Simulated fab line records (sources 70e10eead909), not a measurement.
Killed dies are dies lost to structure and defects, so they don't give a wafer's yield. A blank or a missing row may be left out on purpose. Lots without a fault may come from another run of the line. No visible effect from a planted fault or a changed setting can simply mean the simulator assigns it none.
fab line records ; flow nand-harc
[record] lots = 12; wafers = 36; last-day = 33
route steps=1302 shown A_STAIRCASE@739 END@1302
lots with no fault: from the same line, run without faults
start-h: hours from the record's opening day to when the first of the lot's shown wafers began ; wait-h: time in hours since the lot's previous step ; " the same as in the row above ; L1.1+2: a single row standing in for several wafers ; - either no value or no given start ; * or withheld: withheld ; < > ~ a bound
route shown NAME@n: names a module that has steps shown in the file, with the first one's number in the route ; usual: mean/standard deviation of fault-free wafers ; same: alike in all rows ; chamber/n: place in a boat ; sites: each site's reading ; _std_site: standard deviation of those values ; _edge_site: the outer-site mean with the inner-site mean subtracted ; radius-mm: for every site, how far away it sits from the centre of the wafer ; mask NAME#n: copy n ; behind: the last tool/chamber to shape the wafer ; hold: the reason the lot was held/the length of the hold in hours/how it ended ; device: names the non-switching transistor (n, p or np) ; end of line: the tests these same wafers got at the end of their route ; a step without rows: its recipe alone ; killed: at the first sort, the dies lost to defects and structure; wafer yield is something else ; map: shows each die of a wafer: x if killed, . if not, _ if none is there
set.NAME: the setting as run; set.NAME@STEP: as run at that earlier step ; model.NAME: the simulator's own value behind a step, which no gauge read
the route's steps for a sample of lots (tables are steps, rows are wafers)
services: the hour from which a tool's chamber was out of use, counted from the record's first day as start-h (under 0 if before that day), plus the number of hours and why
[[steps]]
[step NHARC_A_STAIRCASE_ETCH_225]
[recipe] target-depth-a = 1000; time-s = 40.5; ion-energy-ev = 400; c4f8-flow-sccm = 20; o2-flow-sccm = 10; ar-flow-sccm = withheld; rf-w = 600; bias-w = 1000; chemistry = C4F8/O2
[usual] oes-product-au = 0.945/0.016; rf-vpp-V = 894.5/2.5
lot.wafer;tool;chamber;start-h;wait-h;oes-product-au;rf-hours-counter-h;rf-vpp-V
L602.1;rie-diel-01;1;-;-;0.949;58;896.5
L602.2;rie-diel-01;0;-;-;0.959;53;891.8
L602.5;rie-diel-01;2;-;-;0.954;-;895.8
L603.1;rie-diel-13;2;-;-;0.930;7;891.6
L603.3;rie-diel-13;1;-;-;0.957;6;893.0
L603.6;rie-diel-13;2;-;-;0.922;-;893.1
L605.4;rie-diel-01;0;-;-;0.958;-;891.9
L605.6;rie-diel-01;2;-;-;0.941;-;896.2
L605.5;rie-diel-01;3;-;-;0.941;-;895.1
L606.3;rie-diel-13;3;-;-;0.940;20;892.5
L606.4;rie-diel-13;0;-;-;0.939;19;896.5
L606.6;rie-diel-13;0;-;-;0.939;-;895.7
L607.2;rie-diel-13;0;-;-;0.952;28;895.6
L607.4;rie-diel-13;1;-;-;0.970;28;891.8
L607.5;rie-diel-13;2;-;-;0.931;-;892.3
L609.4;rie-diel-13;1;-;-;0.976;28;891.8
L609.2;rie-diel-13;2;-;-;0.933;31;892.0
L609.6;rie-diel-13;1;-;-;0.977;-;892.7
L610.3;rie-diel-13;0;-;-;0.951;37;897.6
L610.2;rie-diel-13;2;-;-;0.928;39;893.2
L610.5;rie-diel-13;3;-;-;0.945;-;893.6
L612.1;rie-diel-13;0;-;-;0.950;37;897.1
L612.3;rie-diel-13;2;-;-;0.936;40;893.2
L612.6;rie-diel-13;0;-;-;0.959;-;896.9
L613.2;rie-diel-13;0;-;-;0.942;44;896.3
L613.4;rie-diel-13;3;-;-;0.944;46;893.1
L613.6;rie-diel-13;0;-;-;0.947;-;896.4
L620.3;rie-diel-07;2;-;-;0.938;23;892.3
L620.5;rie-diel-07;0;-;-;0.963;-;901.2
L620.6;rie-diel-07;1;-;-;0.952;-;898.1
L623.6;rie-diel-13;2;-;-;0.921;-;892.0
L623.5;rie-diel-13;3;-;-;0.903;-;894.3
L623.4;rie-diel-13;0;-;-;0.927;-;896.1
L624.1;rie-diel-13;0;-;-;0.946;25;895.6
L624.4;rie-diel-13;1;-;-;0.959;16;893.0
L624.3;rie-diel-13;2;-;-;0.918;20;891.1
[step NHARC_A_STAIRCASE_TRIM_231]
[recipe] time-s = 211.2; o2-flow-sccm = 500; ar-flow-sccm = 0; bias-w = 0; chemistry = O2
[usual] drypump-motor-current-A = 5.7/0.51; mfc-ar-sccm = 0.013/0.01; oes-product-au = 1.003/0.015; rf-vpp-V = 57.8/0.81; showerhead-plenum-p-Torr = 3.50/0.078; throttle-valve-pct = 17.036/0.0088
lot.wafer;tool;chamber;start-h;wait-h;drypump-motor-current-A;mfc-ar-sccm;oes-product-au;rf-hours-counter-h;rf-vpp-V;showerhead-plenum-p-Torr;throttle-valve-pct
L602.2;rie-diel-01;1;-;-;4.8;0.021;0.990;59;57.3;3.50;17.036
L602.1;rie-diel-01;2;-;-;5.3;0.022;1.014;57;57.5;3.53;17.046
L602.5;rie-diel-01;2;-;-;5.3;0.022;1.018;-;59.7;3.53;17.049
L603.1;rie-diel-07;1;-;-;6.3;0.014;1.016;30;57.9;3.62;17.044
L603.3;rie-diel-07;0;-;-;5.6;0;1.002;29;60.0;3.67;17.030
L603.6;rie-diel-07;1;-;-;6.2;0.014;1.025;-;56.4;3.62;17.026
L605.6;rie-diel-01;0;-;-;6.3;0;1.034;-;56.4;3.41;17.036
L605.4;rie-diel-01;2;-;-;5.2;0.022;1.009;-;58.4;3.52;17.024
L605.5;rie-diel-01;3;-;-;5.6;0;1.008;-;58.5;3.47;17.045
L606.4;rie-diel-13;2;-;-;5.9;0.026;0.984;21;57.8;3.44;17.037
L606.3;rie-diel-13;0;-;-;5.4;0.026;1.002;19;56.9;3.56;17.038
L606.6;rie-diel-13;2;-;-;5.9;0.026;0.973;-;57.9;3.44;17.034
L607.2;rie-diel-01;3;-;-;5.6;0;1.003;16;58.2;3.47;17.041
L607.4;rie-diel-01;0;-;-;6.3;0;1.017;17;58.6;3.40;17.054
L607.5;rie-diel-01;2;-;-;5.3;0.022;0.992;-;57.4;3.52;17.047
L609.4;rie-diel-01;2;-;-;5.3;0.022;0.998;11;58.2;3.52;17.037
L609.2;rie-diel-01;3;-;-;5.6;0;1.003;16;56.1;3.47;17.030
L609.6;rie-diel-01;0;-;-;6.3;0;1.022;-;57.9;3.40;17.019
L610.2;rie-diel-07;0;-;-;5.6;0;0.998;54;57.7;3.66;17.028
L610.3;rie-diel-07;1;-;-;6.3;0.014;1.025;59;58.1;3.60;17.036
L610.5;rie-diel-07;0;-;-;5.5;0;0.991;-;57.2;3.66;17.038
L612.1;rie-diel-07;2;-;-;6.2;0;0.981;55;58.5;3.44;17.028
L612.3;rie-diel-07;3;-;-;5.0;0.015;1.002;44;58.1;3.49;17.047
L612.6;rie-diel-07;1;-;-;6.3;0.014;1.022;-;56.8;3.60;17.036
L613.2;rie-diel-07;2;-;-;6.2;0;1.009;1;60.0;3.44;17.050
L613.6;rie-diel-07;1;-;-;6.3;0.014;1.015;-;58.2;3.60;17.037
L613.4;rie-diel-07;2;-;-;6.2;0;1.001;-;58.4;3.44;17.034
L620.3;rie-diel-07;0;-;-;5.6;0;1.001;20;58.0;3.65;17.047
L620.5;rie-diel-07;3;-;-;5.0;0.015;0.998;-;56.6;3.48;17.037
L620.6;rie-diel-07;0;-;-;5.5;0;1.006;-;56.1;3.65;17.041
L623.5;rie-diel-13;2;-;-;5.9;0.026;0.996;-;58.9;3.41;17.040
L623.6;rie-diel-13;3;-;-;6.2;0.023;0.975;-;58.3;3.45;17.032
L623.4;rie-diel-13;0;-;-;5.4;0.026;0.995;-;57.6;3.53;17.036
L624.4;rie-diel-01;2;-;-;5.3;0.022;0.989;10;57.2;3.49;17.044
L624.1;rie-diel-01;0;-;-;6.3;0;1.027;9;58.1;3.37;17.022
L624.3;rie-diel-01;1;-;-;4.8;0.021;0.996;8;58.7;3.46;17.045
[step NHARC_A_STAIRCASE_ETCH_234]
[recipe] target-depth-a = 1000; time-s = 40.5; ion-energy-ev = 400; c4f8-flow-sccm = 20; o2-flow-sccm = 10; ar-flow-sccm = withheld; rf-w = 600; bias-w = 1000; chemistry = C4F8/O2
[usual] oes-product-au = 0.949/0.017; rf-vpp-V = 894.8/2.9
lot.wafer;tool;chamber;start-h;wait-h;oes-product-au;rf-hours-counter-h;rf-vpp-V
L602.1;rie-diel-01;2;-;-;0.952;57;896.6
L602.2;rie-diel-01;0;-;-;0.962;53;892.5
L602.5;rie-diel-01;3;-;-;0.943;-;893.8
L603.3;rie-diel-07;1;-;-;0.960;30;898.5
L603.1;rie-diel-07;2;-;-;0.944;27;893.4
L603.6;rie-diel-07;2;-;-;0.955;-;892.7
L605.4;rie-diel-01;2;-;-;0.959;3;896.0
L605.6;rie-diel-01;0;-;-;0.966;-;890.5
L605.5;rie-diel-01;1;-;-;0.948;-;895.6
L606.3;rie-diel-13;0;-;-;0.947;19;897.2
L606.4;rie-diel-13;2;-;-;0.926;21;893.3
L606.6;rie-diel-13;3;-;-;0.937;-;894.8
L607.4;rie-diel-01;3;-;-;0.953;16;894.9
L607.2;rie-diel-01;0;-;-;0.983;17;891.8
L607.5;rie-diel-01;0;-;-;0.974;-;890.9
L609.2;rie-diel-01;0;-;-;0.983;18;891.6
L609.4;rie-diel-01;2;-;-;0.953;11;894.4
L609.6;rie-diel-01;0;-;-;0.972;-;891.4
L610.3;rie-diel-07;0;-;-;0.932;54;901.0
L610.2;rie-diel-07;2;-;-;0.968;54;892.9
L610.5;rie-diel-07;0;-;-;0.930;-;900.8
L612.1;rie-diel-07;3;-;-;0.963;44;894.2
L612.3;rie-diel-07;0;-;-;0.963;55;900.3
L612.6;rie-diel-07;0;-;-;0.954;-;898.4
L613.2;rie-diel-07;1;-;-;0.963;1;899.2
L613.6;rie-diel-07;2;-;-;0.955;-;891.7
L613.4;rie-diel-07;0;-;-;0.965;-;899.5
L620.3;rie-diel-07;3;-;-;0.949;20;893.9
L620.6;rie-diel-07;1;-;-;0.944;-;898.2
L620.5;rie-diel-07;2;-;-;0.940;-;891.6
L623.5;rie-diel-13;0;-;-;0.948;-;896.7
L623.4;rie-diel-13;2;-;-;0.945;-;891.2
L623.6;rie-diel-13;3;-;-;0.929;-;893.1
L624.1;rie-diel-01;1;-;-;0.918;8;893.1
L624.3;rie-diel-01;2;-;-;0.917;10;895.2
L624.4;rie-diel-01;0;-;-;0.954;9;889.3
[step NHARC_A_STAIRCASE_ETCH_236]
[recipe] target-depth-a = 1000; time-s = 40.5; ion-energy-ev = 400; c4f8-flow-sccm = 20; o2-flow-sccm = 10; ar-flow-sccm = withheld; rf-w = 600; bias-w = 1000; chemistry = C4F8/O2
[usual] oes-product-au = 0.946/0.015; rf-vpp-V = 894.8/2.9
lot.wafer;tool;chamber;start-h;wait-h;oes-product-au;rf-hours-counter-h;rf-vpp-V
L602.2;rie-diel-01;1;373.64;-;0.920;59;894.6
L602.1;rie-diel-01;3;373.64;-;0.941;52;893.1
L602.5;rie-diel-01;1;373.64;-;0.931;-;894.6
L603.3;rie-diel-07;2;373.96;-;0.952;27;894.4
L603.1;rie-diel-07;0;373.96;-;0.944;29;901.0
L603.6;rie-diel-07;2;373.96;-;0.949;-;892.8
L605.4;rie-diel-01;0;398.54;-;0.971;3;890.8
L605.5;rie-diel-01;1;398.54;-;0.948;-;894.7
L605.6;rie-diel-01;2;398.54;-;0.961;-;895.2
L606.3;rie-diel-13;1;407.89;-;0.972;18;893.4
L606.4;rie-diel-13;3;407.89;-;0.932;20;895.2
L606.6;rie-diel-13;0;407.89;-;0.967;-;896.9
L607.4;rie-diel-01;0;433.69;-;0.974;17;891.9
L607.2;rie-diel-01;1;433.69;-;0.920;14;893.1
L607.5;rie-diel-01;3;433.69;-;0.968;-;894.0
L609.4;rie-diel-01;1;437.25;-;0.928;15;895.8
L609.2;rie-diel-01;2;437.25;-;0.928;11;896.3
L609.6;rie-diel-01;2;437.25;-;0.937;-;893.7
L610.2;rie-diel-07;1;463.08;-;0.968;59;898.9
L610.3;rie-diel-07;2;463.08;-;0.929;55;893.1
L610.5;rie-diel-07;0;463.08;-;0.942;-;900.4
L612.3;rie-diel-07;0;465.65;-;1.078;55;899.4
L612.1;rie-diel-07;1;465.65;-;0.977;60;899.1
L612.6;rie-diel-07;2;465.65;-;0.938;-;893.0
L613.2;rie-diel-07;0;484.64;-;1.079;1;901.1
L613.4;rie-diel-07;0;484.64;-;1.093;-;901.1
L613.6;rie-diel-07;2;484.64;-;0.937;-;892.9
L620.3;rie-diel-07;0;550.09;-;0.952;20;899.8
L620.6;rie-diel-07;0;550.09;-;0.963;-;900.7
L620.5;rie-diel-07;1;550.09;-;0.937;-;899.1
L623.6;rie-diel-13;2;584.16;-;0.927;-;891.9
L623.5;rie-diel-13;3;584.16;-;0.921;-;893.8
L623.4;rie-diel-13;0;584.16;-;0.942;-;896.0
L624.1;rie-diel-01;1;594.48;-;0.935;8;893.0
L624.4;rie-diel-01;3;594.48;-;0.970;11;892.3
L624.3;rie-diel-01;0;594.48;-;0.955;9;890.7
[step NHARC_END_SORT_01]
[recipe] temp-c = 25
[usual] killed-at-array = 55/17; killed-at-other = 0.9/1.2; killed-at-periphery = 3.7/2.5; killed-dies = 59/18; killed-open = 3.4/1.9; killed-short = 2.6/1.6
[same] gross-dies = 677
lot.wafer;tool;chamber;start-h;wait-h;killed-at-array;killed-at-other;killed-at-periphery;killed-dies;killed-open;killed-short
L610.3;prober-01;0;667.05;3.1;73;3;7;83;1;1
L612.1;prober-01;0;673.21;2.5;50;0;7;57;4;5
L612.3;prober-01;0;674.81;3.1;326;0;6;332;3;2
L612.6;prober-01;0;677.22;4.0;57;0;12;69;1;2
L613.2;prober-02;0;678.98;2.8;313;0;0;313;2;3
L613.4;prober-02;0;680.62;3.5;306;0;4;310;0;1
L613.6;prober-02;0;682.25;4.1;54;1;6;61;4;0
// killed by level:class
L610.3 A_CHANNEL_HOLE_D1:chamber-film-flake=38 A_SLIT:chamber-film-flake=25 P_ZERO_WELL:chamber-film-flake=4 P_BONDPAD:chamber-film-flake=3 THIN_TSV:chamber-film-flake=3 A_CHANNEL_HOLE_D2:unspecified=2 A_STAIRCASE:chamber-film-flake=2 A_CONTACT:chamber-film-flake=2
L612.1 A_CHANNEL_HOLE_D1:chamber-film-flake=36 A_STAIRCASE:chamber-film-flake=4 P_CONTACT:geometric-particle:open=3 A_CONTACT:chamber-film-flake=3 A_CHANNEL_FILL_D1:geometric-particle:short=2 P_STI:chamber-film-flake=2 P_GATE:geometric-particle:open=1 P_CONTACT:geometric-particle:short=1
L612.3 A_STAIRCASE:area-etch=268 A_CHANNEL_HOLE_D1:chamber-film-flake=33 A_CONTACT:chamber-film-flake=7 A_STAIRCASE:chamber-film-flake=6 A_CHANNEL_FILL_D2:chamber-film-flake=4 P_ZERO_WELL:chamber-film-flake=3 P_STI:chamber-film-flake=2 A_ONON_D1:geometric-particle:short=1
L612.6 A_CHANNEL_HOLE_D1:chamber-film-flake=31 P_STI:chamber-film-flake=9 A_STAIRCASE:chamber-film-flake=9 A_CHANNEL_FILL_D1:chamber-film-flake=4 A_CONTACT:chamber-film-flake=4 P_ZERO_WELL:chamber-film-flake=2 A_SLIT:chamber-film-flake=2 A_WL_FILL:chamber-film-flake=2
L613.2 A_STAIRCASE:area-etch=250 A_CHANNEL_HOLE_D1:chamber-film-flake=32 A_CHANNEL_HOLE_D2:chamber-film-flake=12 A_SGD_CUT:chamber-film-flake=7 A_STAIRCASE:chamber-film-flake=4 A_ONON_D2:geometric-particle:short=1 A_CHANNEL_FILL_D2:geometric-particle:short=1 A_CHANNEL_FILL_D2:geometric-particle:open=1
L613.4 A_STAIRCASE:area-etch=242 A_CHANNEL_HOLE_D1:chamber-film-flake=36 A_CHANNEL_HOLE_D2:chamber-film-flake=16 A_SLIT:chamber-film-flake=3 A_STAIRCASE:chamber-film-flake=3 P_ZERO_WELL:chamber-film-flake=2 P_CONTACT:chamber-film-flake=2 A_SGD_CUT:chamber-film-flake=2
L613.6 A_CHANNEL_HOLE_D1:chamber-film-flake=29 A_CHANNEL_HOLE_D2:chamber-film-flake=12 A_STAIRCASE:chamber-film-flake=6 P_CONTACT:chamber-film-flake=4 A_WL_FILL:geometric-particle:open=2 P_M0:geometric-particle:open=1 A_ONON_D1:geometric-particle:open=1 P_ZERO_WELL:chamber-film-flake=1
[[services]]
tool;chamber;start-h;hours;kind
rie-diel-01;0;362.62;-;clean
rie-diel-01;1;362.62;-;clean
rie-diel-01;2;362.62;-;clean
rie-diel-01;3;362.62;-;clean
rie-diel-07;-;377.09;0.3;repair
rie-diel-01;-;383.59;9.0;pm
rie-diel-01;0;383.59;9.0;vent-cycle
rie-diel-01;1;383.59;14.4;vent-cycle
rie-diel-01;2;383.59;9.0;vent-cycle
rie-diel-01;3;383.59;9.0;vent-cycle
rie-diel-01;0;392.59;-;clean
rie-diel-01;2;392.59;-;clean
rie-diel-01;3;392.59;-;clean
rie-diel-13;3;393.56;9.1;repair
rie-diel-01;2;404.83;14.1;repair
rie-diel-01;0;417.09;-;clean
rie-diel-01;1;417.09;-;clean
rie-diel-01;3;417.09;-;clean
rie-diel-01;-;434.14;0.6;repair
rie-diel-07;-;471.41;9.0;pm
rie-diel-13;-;519.00;9.0;pm
rie-diel-01;-;539.76;0.4;repair
rie-diel-01;-;560.59;9.0;pm
rie-diel-07;3;594.49;7.4;repair
[[key]]
[first-sign] step = NHARC_A_STAIRCASE_ETCH_236; reading = oes-product-au; direction = up; sigmas = 9.1; usual = 0.946; struck = 1.083
[effect] step = NHARC_END_SORT_01; reading = killed-at-array; direction = up; sigmas = 15; usual = 55; struck = 315
[more-kills-born-at] NHARC_A_STAIRCASE_ETCH_236@rie-diel-07 = 760
met-at NHARC_A_STAIRCASE_ETCH_236
struck-lots L612,L613
struck-wafers L612.3,L613.2,L613.4
tester-left-out L612,L613
not-acting-at NHARC_A_STAIRCASE_ETCH_225,NHARC_A_STAIRCASE_TRIM_231,NHARC_A_STAIRCASE_ETCH_234
onset-between 463.08 465.65
[fault] kind = process-parameter-drift; tool = rie-diel-07; chamber = 0; onset-h = 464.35; steps = NHARC_A_STAIRCASE_ETCH_236; channel = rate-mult; offset = 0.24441; shape = step; end-h = 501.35
// tester-left-out: of these lots the tester's yield and bins aren't shown, on N5 and GAA mostly nor the transistor test; their killed dies are dies lost to structure and defects alone, not to doping, threshold or leakage, so they don't give the yield
